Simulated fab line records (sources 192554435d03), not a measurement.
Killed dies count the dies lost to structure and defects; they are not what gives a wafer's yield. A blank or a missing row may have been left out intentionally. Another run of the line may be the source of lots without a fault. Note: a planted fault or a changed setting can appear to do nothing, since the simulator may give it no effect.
Chamber matching -- flow n5Finfet -- N5_BEOL_M7_ETCH_66 on rieDiel-06: 4 sister chambers
The step etches SOC in N2/H2, target depth 80 nm, overetch 16 nm, time 120 s. 16 wafers are shown with their chamber, then 8 later ones without.

WAFERS PAIRED WITH THEIR CHAMBERS
wafer,chamber,showerheadPlenumPTorr (Torr),drypumpMotorCurrentA (A),rfVppV (V)
L077.1,1,2.52,6.6,522.0
L077.4,0,2.45,5.1,521.7
L077.5,2,2.63,5.6,526.6
L080.2,0,2.45,5.2,521.9
L080.5,0,2.45,5.2,522.0
L080.6,3,2.62,5.6,527.0
L082.2,2,2.63,5.6,526.7
L082.4,1,2.52,6.6,523.6
L082.5,3,2.62,5.6,525.9
L089.1,0,2.44,5.2,522.2
L089.3,3,2.61,5.6,524.9
L089.4,1,2.52,6.5,523.4
L090.4,2,2.62,5.6,526.6
L090.5,3,2.61,5.7,525.6
L090.6,0,2.44,5.2,520.5
L092.4,0,2.44,5.2,521.5

SIGNATURES, as means of the wafers listed above
reading,chamber 0,chamber 1,chamber 2,chamber 3,scatter within a chamber
showerheadPlenumPTorr,2.4450,2.5200,2.6267,2.6150,0.00514
drypumpMotorCurrentA,5.183,6.567,5.600,5.625,0.0433
rfVppV,521.633,523.000,526.633,525.850,0.686
Rule: a wafer lies at a distance from a chamber equal to the root of the sum of squares, over the readings, of (its reading less the chamber's mean, divided by the reading's scatter). The wafer belongs to the nearest chamber; if the next one is less than 2 further off, it can't be placed. The scatter: the root of (the sum of the squares of (reading less its chamber's mean) over the shown wafers, divided by (wafers less chambers)).

WAFERS WHOSE CHAMBER IS MISSING
wafer,showerheadPlenumPTorr (Torr),drypumpMotorCurrentA (A),rfVppV (V)
L092.5,2.52,6.5,522.9
L092.6,2.62,5.6,526.7
L095.1,2.52,6.6,522.5
L095.3,2.44,5.2,520.5
L095.5,2.44,5.2,521.9
L096.1,2.61,5.6,525.0
L096.5,2.61,5.6,524.6
L096.6,2.44,5.2,521.1

EACH ONE'S CHAMBER
wafer,from the rows above,in truth
L092.5,1,1
L092.6,can't be placed: 2 or 3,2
L095.1,1,1
L095.3,0,0
L095.5,0,0
L096.1,3,3
L096.5,3,3
L096.6,0,0
Placed correctly: 7 of 8. Cannot be placed on the basis of these rows: 1; the candidates contain the true chamber in 1. Number placed wrongly: 0.
